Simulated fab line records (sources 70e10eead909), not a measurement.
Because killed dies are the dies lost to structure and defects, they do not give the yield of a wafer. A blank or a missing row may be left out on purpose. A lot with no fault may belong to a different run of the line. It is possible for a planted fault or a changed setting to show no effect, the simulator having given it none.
Chamber matching    flow nand_harc    3 sister chambers for NHARC_A_STAIRCASE_DEP_301 on pecvd-03
The step deposits SiON, target thk 30 nm. 3 wafers are shown with their chamber, then 11 later ones without.

== WAFERS PAIRED WITH THEIR CHAMBERS ==
wafer   chamber  heater_power_w (W)
L085.3  0        661
L085.4  1        821
L086.3  2        665

== WAFERS WHOSE CHAMBER IS MISSING ==
wafer   heater_power_w (W)
L086.4  842
L086.6  616
L088.2  769
L088.5  648
L088.6  780
L092.1  709
L092.2  714
L092.5  738
L094.1  714
L094.3  791
L094.5  704

== WHICH CHAMBER EACH WENT THROUGH ==
wafer   from the rows above           in truth
L086.4  1                             1
L086.6  can't be placed: 0 or 2       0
L088.2  can't be placed: 1 or 2 or 0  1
L088.5  can't be placed: 0 or 2       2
L088.6  can't be placed: 1 or 2 or 0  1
L092.1  can't be placed: 2 or 0 or 1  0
L092.2  can't be placed: 2 or 0 or 1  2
L092.5  can't be placed: 2 or 0 or 1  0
L094.1  can't be placed: 2 or 0 or 1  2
L094.3  1                             1
L094.5  can't be placed: 2 or 0 or 1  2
Correct placement for 2 of the 11. Not placeable from these rows: 9 (in 9, the candidates include the true chamber). Number placed wrongly: 0.
How it was worked out, from the rows above alone: a wafer's distance from a chamber is the root of the sum, over the readings, of the square of ((its reading less the chamber's mean) divided by the reading's scatter). If the next closest chamber is less than 2 further off than the closest, the wafer can't be placed; otherwise it belongs to the closest. For every chamber, the mean is computed from those of its wafers that are shown. The scatter: with one shown wafer a chamber, the root of the mean of the squares of how far each hidden wafer lies from its nearest shown one.
